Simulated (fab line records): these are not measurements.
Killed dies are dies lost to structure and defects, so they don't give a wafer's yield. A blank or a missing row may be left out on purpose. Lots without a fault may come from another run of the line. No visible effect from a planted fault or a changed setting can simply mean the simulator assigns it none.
Matching of chambers + flow nand-harc + rie-diel-04 running NHARC_A_STAIRCASE_DESCUM_252: 4 sister chambers
The step chemistry O2, time 3 s. 8 wafers are shown with their chamber, then 8 later ones without.

WAFERS WITH THEIR CHAMBER
| wafer  | chamber | drypump-motor-current-A (A) | showerhead-plenum-p-Torr (Torr) |
|--------|---------|-----------------------------|---------------------------------|
| L074.4 | 1       | 5.8                         | 1.88                            |
| L082.2 | 1       | 5.9                         | 1.87                            |
| L081.2 | 0       | 5.6                         | 1.83                            |
| L081.3 | 2       | 5.1                         | 1.81                            |
| L086.3 | 3       | 6.1                         | 1.93                            |
| L086.5 | 0       | 5.6                         | 1.83                            |
| L086.6 | 3       | 6.1                         | 1.93                            |
| L089.1 | 2       | 5.1                         | 1.80                            |

WAFERS WITHOUT THEIR CHAMBER
| wafer  | drypump-motor-current-A (A) | showerhead-plenum-p-Torr (Torr) |
|--------|-----------------------------|---------------------------------|
| L089.3 | 5.6                         | 1.83                            |
| L089.6 | 5.1                         | 1.80                            |
| L092.1 | 5.1                         | 1.80                            |
| L092.3 | 6.2                         | 1.93                            |
| L092.6 | 5.9                         | 1.86                            |
| L093.1 | 5.8                         | 1.86                            |
| L093.2 | 6.2                         | 1.92                            |
| L093.6 | 5.1                         | 1.80                            |

CHAMBER TAKEN BY EACH
| wafer  | from the rows above | in truth |
|--------|---------------------|----------|
| L089.3 | 0                   | 0        |
| L089.6 | 2                   | 2        |
| L092.1 | 2                   | 2        |
| L092.3 | 3                   | 3        |
| L092.6 | 1                   | 1        |
| L093.1 | 1                   | 1        |
| L093.2 | 3                   | 3        |
| L093.6 | 2                   | 2        |
Correct placement for 8 of the 8. Not placeable from these rows: 0. Placed wrongly: 0.
How it was worked out, from the rows above alone: a wafer's distance from a chamber is the root of the sum, over the readings, of the square of ((its reading less the chamber's mean) divided by the reading's scatter). The wafer belongs to the nearest chamber; if the next one is less than 2 further off, it can't be placed. A chamber's mean is the mean of its shown wafers. How the scatter is found: for the shown wafers, subtract from each reading the mean of its chamber, square and add these, divide the total by (wafers less chambers), then take the root.
